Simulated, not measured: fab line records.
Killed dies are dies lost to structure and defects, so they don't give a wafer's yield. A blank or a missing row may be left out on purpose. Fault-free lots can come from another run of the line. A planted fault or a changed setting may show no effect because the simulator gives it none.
Which of the tools did it? + flow nand-harc + 13 lots with 39 wafers sampled at 6 steps, on a route of 1302 steps

== WHAT THE GAUGES SHOWED, per wafer ==
NHARC_A_M0_THK_MEAS_24: measures by xrf.
| lot  | measured     | on            | thk-nm (nm)       |
|------|--------------|---------------|-------------------|
| L681 | day 24 21:17 | film-metro-01 | 112.0 112.1 115.6 |
| L680 | day 24 22:01 | film-metro-02 | 115.9 113.6 114.5 |
| L683 | day 26 00:38 | film-metro-01 | 113.8 113.4 114.3 |
| L685 | day 26 04:32 | film-metro-02 | 112.0 115.8 117.4 |
| L690 | day 28 04:40 | film-metro-01 | 113.2 113.5 112.6 |
| L694 | day 28 23:09 | film-metro-02 | 115.7 115.3 113.8 |
| L692 | day 29 00:13 | film-metro-02 | 111.8 114.2 112.8 |
| L696 | day 30 08:53 | film-metro-02 | 114.7 115.0 115.7 |
| L695 | day 30 11:26 | film-metro-01 | 114.8 116.2 114.0 |
| L697 | day 31 12:35 | film-metro-01 | 113.9 113.0 114.3 |
| L699 | day 32 10:34 | film-metro-02 | 114.4 114.6 113.5 |
| L700 | day 32 14:48 | film-metro-02 | 113.7 113.4 113.4 |
| L698 | day 32 15:29 | film-metro-02 | 116.1 114.5 116.3 |

NHARC_A_M1_CD_MEAS_09 targets a cd of 120 nm.
| lot  | measured     | on        | cd-nm (nm)        |
|------|--------------|-----------|-------------------|
| L681 | day 24 22:51 | cd-sem-02 | 120.0 120.5 119.2 |
| L680 | day 24 23:33 | cd-sem-02 | 121.0 120.9 120.4 |
| L683 | day 26 02:26 | cd-sem-02 | 117.3 117.6 117.1 |
| L685 | day 26 05:58 | cd-sem-03 | 119.1 118.5 117.7 |
| L690 | day 28 06:13 | cd-sem-01 | 120.9 120.7 119.4 |
| L694 | day 29 00:41 | cd-sem-03 | 119.8 121.4 119.8 |
| L692 | day 29 01:39 | cd-sem-03 | 120.2 120.0 120.0 |
| L696 | day 30 10:19 | cd-sem-02 | 119.8 118.6 119.8 |
| L695 | day 30 12:59 | cd-sem-01 | 120.5 120.9 120.1 |
| L697 | day 31 14:08 | cd-sem-01 | 119.2 120.2 120.1 |
| L699 | day 32 12:07 | cd-sem-01 | 119.5 119.9 120.8 |
| L700 | day 32 16:21 | cd-sem-01 | 119.8 121.0 120.3 |
| L698 | day 32 16:53 | cd-sem-02 | 120.8 120.5 120.4 |

NHARC_END_SORT_01.
| lot  | measured     | on        | defect-limited-yield (%) | killed-at-array | killed-at-other | killed-at-periphery | killed-dies | killed-open | killed-short |
|------|--------------|-----------|--------------------------|-----------------|-----------------|---------------------|-------------|-------------|--------------|
| L683 | day 27 16:27 | prober-01 | 95.9 96.2 95.1           | 26 25 30        | 0 0 0           | 2 1 3               | 28 26 33    | 3 0 1       | 1 0 2        |
| L685 | day 27 21:50 | prober-02 | 90.3 87.9 88.6           | 63 78 75        | 2 2 2           | 1 2 0               | 66 82 77    | 1 6 2       | 0 7 3        |
| L690 | day 29 14:08 | prober-01 | 94.7 95.4 96.6           | 26 23 16        | 2 1 0           | 8 7 7               | 36 31 23    | 2 2 0       | 3 3 2        |
| L692 | day 30 14:07 | prober-01 | 93.4 92.9 90.5           | 43 45 60        | 0 0 1           | 2 3 3               | 45 48 64    | 5 2 5       | 5 4 4        |

== WHICH TOOL RAN EACH LOT (tool, then ch and the chambers of the sampled wafers, then the start) ==
| lot  | NHARC_A_M0_PVD_20                       | NHARC_A_M0_PVD_21                       | NHARC_A_M1_SOFTBAKE_04            |
|------|-----------------------------------------|-----------------------------------------|-----------------------------------|
| L681 | pvd-sputter-03, day 24 21:17 or earlier | pvd-sputter-03, day 24 21:17 or earlier | litho-track-04 ch 0, day 24 22:00 |
| L680 | pvd-sputter-02, day 24 22:01 or earlier | pvd-sputter-02, day 24 22:01 or earlier | litho-track-04 ch 0, day 24 23:00 |
| L683 | pvd-sputter-02, day 26 00:38 or earlier | pvd-sputter-02, day 26 00:38 or earlier | litho-track-04 ch 0, day 26 01:00 |
| L685 | pvd-sputter-03, day 26 04:32 or earlier | pvd-sputter-03, day 26 04:32 or earlier | litho-track-04 ch 0, day 26 05:00 |
| L690 | pvd-sputter-01, day 28 04:40 or earlier | pvd-sputter-01, day 28 04:40 or earlier | litho-track-01 ch 0, day 28 05:00 |
| L694 | pvd-sputter-01, day 28 23:09 or earlier | pvd-sputter-01, day 28 23:09 or earlier | litho-track-04 ch 0, day 29 00:00 |
| L692 | pvd-sputter-02, day 29 00:13 or earlier | pvd-sputter-02, day 29 00:13 or earlier | litho-track-04 ch 0, day 29 01:00 |
| L696 | pvd-sputter-02, day 30 08:53 or earlier | pvd-sputter-02, day 30 08:53 or earlier | litho-track-01 ch 0, day 30 10:00 |
| L695 | pvd-sputter-01, day 30 11:26 or earlier | pvd-sputter-01, day 30 11:26 or earlier | litho-track-04 ch 0, day 30 12:00 |
| L697 | pvd-sputter-03, day 31 12:35 or earlier | pvd-sputter-03, day 31 12:35 or earlier | litho-track-06 ch 0, day 31 13:00 |
| L699 | pvd-sputter-01, day 32 10:34 or earlier | pvd-sputter-01, day 32 10:34 or earlier | litho-track-04 ch 0, day 32 11:00 |
| L700 | pvd-sputter-02, day 32 14:48 or earlier | pvd-sputter-02, day 32 14:48 or earlier | litho-track-04 ch 0, day 32 15:00 |
| L698 | pvd-sputter-01, day 32 15:29 or earlier | pvd-sputter-01, day 32 15:29 or earlier | litho-track-04 ch 0, day 32 16:00 |
- NHARC_A_M0_PVD_20: deposits TaN, target thk 5 nm, time 8.06 s.
- NHARC_A_M0_PVD_21: deposits Cu, target thk 30 nm, time 20.49 s.
- NHARC_A_M1_SOFTBAKE_04: time 55 s.

== AS READ BY THE TOOLS THEMSELVES (means over the sampled wafers that have a number; for cases with no such wafer, the mark the record gives instead) ==
NHARC_A_M0_PVD_20.
| lot  | tool           | chamber-pressure-pa (Pa) | throttle-valve-pct (%) |
|------|----------------|--------------------------|------------------------|
| L681 | pvd-sputter-03 | 0.11998                  | 30.3                   |
| L680 | pvd-sputter-02 | 0.11980                  | 28.8                   |
| L683 | pvd-sputter-02 | 0.12014                  | 29.3                   |
| L685 | pvd-sputter-03 | 0.12028                  | 30.9                   |
| L690 | pvd-sputter-01 | 0.11998                  | 30.6                   |
| L694 | pvd-sputter-01 | 0.12005                  | 30.6                   |
| L692 | pvd-sputter-02 | 0.11992                  | 28.6                   |
| L696 | pvd-sputter-02 | 0.12010                  | 28.8                   |
| L695 | pvd-sputter-01 | 0.11972                  | 29.8                   |
| L697 | pvd-sputter-03 | 0.12004                  | 30.8                   |
| L699 | pvd-sputter-01 | 0.11990                  | 29.6                   |
| L700 | pvd-sputter-02 | 0.11982                  | 28.7                   |
| L698 | pvd-sputter-01 | 0.12004                  | 30.4                   |

NHARC_A_M0_PVD_21.
| lot  | tool           | chamber-pressure-pa (Pa) | throttle-valve-pct (%) |
|------|----------------|--------------------------|------------------------|
| L681 | pvd-sputter-03 | 4.982                    | 31.3                   |
| L680 | pvd-sputter-02 | 5.005                    | 28.5                   |
| L683 | pvd-sputter-02 | 4.998                    | 28.8                   |
| L685 | pvd-sputter-03 | 4.993                    | 29.8                   |
| L690 | pvd-sputter-01 | 4.999                    | 29.9                   |
| L694 | pvd-sputter-01 | 5.001                    | 30.0                   |
| L692 | pvd-sputter-02 | 5.010                    | 29.0                   |
| L696 | pvd-sputter-02 | 5.001                    | 29.2                   |
| L695 | pvd-sputter-01 | 4.994                    | 30.7                   |
| L697 | pvd-sputter-03 | 5.004                    | 30.1                   |
| L699 | pvd-sputter-01 | 4.994                    | 29.5                   |
| L700 | pvd-sputter-02 | 4.996                    | 28.6                   |
| L698 | pvd-sputter-01 | 4.987                    | 29.7                   |

NHARC_A_M1_SOFTBAKE_04.
| lot  | tool           | chill-plate-temp-C (C) | heater-power-total-W (W) |
|------|----------------|------------------------|--------------------------|
| L681 | litho-track-04 | 22.92                  | 188.50                   |
| L680 | litho-track-04 | 22.90                  | 188.50                   |
| L683 | litho-track-04 | 23.01                  | 218.60                   |
| L685 | litho-track-04 | 22.93                  | 218.51                   |
| L690 | litho-track-01 | 23.05                  | 188.50                   |
| L694 | litho-track-04 | 22.90                  | 188.55                   |
| L692 | litho-track-04 | 23.02                  | 188.39                   |
| L696 | litho-track-01 | 23.00                  | 188.38                   |
| L695 | litho-track-04 | 22.92                  | 188.43                   |
| L697 | litho-track-06 | 23.10                  | 188.37                   |
| L699 | litho-track-04 | 23.10                  | 188.37                   |
| L700 | litho-track-04 | 23.02                  | 188.46                   |
| L698 | litho-track-04 | 22.97                  | 188.45                   |

== THE ANSWER, worked out from the rows above alone ==
Rule: what is usual is taken from the lots themselves. The widest of any qualifying gaps counts: lots, ordered by their means at a reading, are off when they make up no more than a third of the lots, leave a main group of 4 or more, and stand apart from it by 3 or more times the standard deviation of that group's means. The tables above print the reading to a certain number of digits; a main group whose means all agree to those digits is not used. Also off: a lot with no number at a reading for which 4 or more lots have one. Any other lot the step has rows for is counted as sound. First the gauges in route order, then the tools' own readings, where a lot's mean is used as printed above. At the first step where some lot is off, the reading lying furthest off is the one used; lots without a number count as furthest.
Off, at NHARC_A_M1_SOFTBAKE_04 on heater-power-total-W: L683, L685. Mean 188.45 W and standard deviation 0.06 in the main group.
If a tool, at that step or one of the process steps before it, ran each lot that is off and ran no sound lot following the first of them, it fits. NHARC_A_M0_PVD_20: start missing for some lots; hours and lot order therefore follow NHARC_A_M0_THK_MEAS_24. NHARC_A_M0_PVD_21: start missing for some lots; hours and lot order therefore follow NHARC_A_M0_THK_MEAS_24. No candidate that was tried fits.

== WHAT THE SIMULATOR HAD PUT IN ==
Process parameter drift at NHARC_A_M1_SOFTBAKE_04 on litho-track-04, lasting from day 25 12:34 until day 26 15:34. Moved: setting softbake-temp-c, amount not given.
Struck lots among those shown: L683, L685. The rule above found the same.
